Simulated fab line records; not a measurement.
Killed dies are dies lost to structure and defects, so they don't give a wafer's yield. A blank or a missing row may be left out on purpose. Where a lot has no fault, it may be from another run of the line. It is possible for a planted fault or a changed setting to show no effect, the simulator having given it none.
Chamber matching ; flow n5Finfet ; N5_SDB_HM_DEP_00 on pecvd-02 has 3 sister chambers
The step deposits SiNx from SiH4/NH3/N2, target thk 40 nm, time 35.3 s. 16 wafers are shown with their chamber, then 8 later ones without.

WAFERS WITH THEIR CHAMBER
wafer;chamber;throttleValvePct (%);showerheadPlenumPTorr (Torr);heaterPowerW (W)
L078.2;1;41.0;5.16;873
L078.3;2;38.3;5.09;904
L078.5;2;38.7;5.08;911
L082.1;0;43.4;5.09;756
L082.2;1;40.9;5.15;841
L082.6;0;43.3;5.10;782
L084.2;1;41.0;5.14;845
L084.4;1;40.9;5.15;676
L084.5;0;43.5;5.11;792
L088.1;0;43.6;5.11;874
L088.3;1;40.8;5.13;863
L088.6;1;40.8;5.14;845
L090.4;0;43.3;5.09;855
L090.5;0;43.4;5.10;852
L090.6;2;38.7;5.10;883
L091.2;0;43.5;5.10;885

SIGNATURES (means of the wafers above)
reading;chamber 0;chamber 1;chamber 2;scatter within a chamber
throttleValvePct;43.429;40.900;38.567;0.13
showerheadPlenumPTorr;5.1000;5.1450;5.0900;0.00941
heaterPowerW;828.00;823.83;899.33;57.3
Rule: distance of a wafer from a chamber = root of the sum over the readings of ((wafer's reading minus chamber's mean) / reading's scatter) squared. If the next closest chamber is less than 2 further off than the closest, the wafer can't be placed; otherwise it belongs to the closest. The scatter: take each reading less its chamber's mean, square it, sum over the shown wafers, divide by the number of wafers less the number of chambers, and take the root.

WAFERS WITHOUT THEIR CHAMBER
wafer;throttleValvePct (%);showerheadPlenumPTorr (Torr);heaterPowerW (W)
L091.3;41.1;5.15;818
L091.5;38.7;5.09;868
L094.2;40.9;5.15;825
L094.4;41.1;5.15;850
L094.6;38.9;5.10;898
L095.1;41.2;5.15;784
L095.3;38.8;5.10;931
L095.5;43.6;5.10;826

CHAMBER TAKEN BY EACH
wafer;from the rows above;in truth
L091.3;1;1
L091.5;2;2
L094.2;1;1
L094.4;1;1
L094.6;2;2
L095.1;1;1
L095.3;2;2
L095.5;0;0
Correct placement for 8 of the 8. From these rows, 0 cannot be placed. Number placed wrongly: 0.
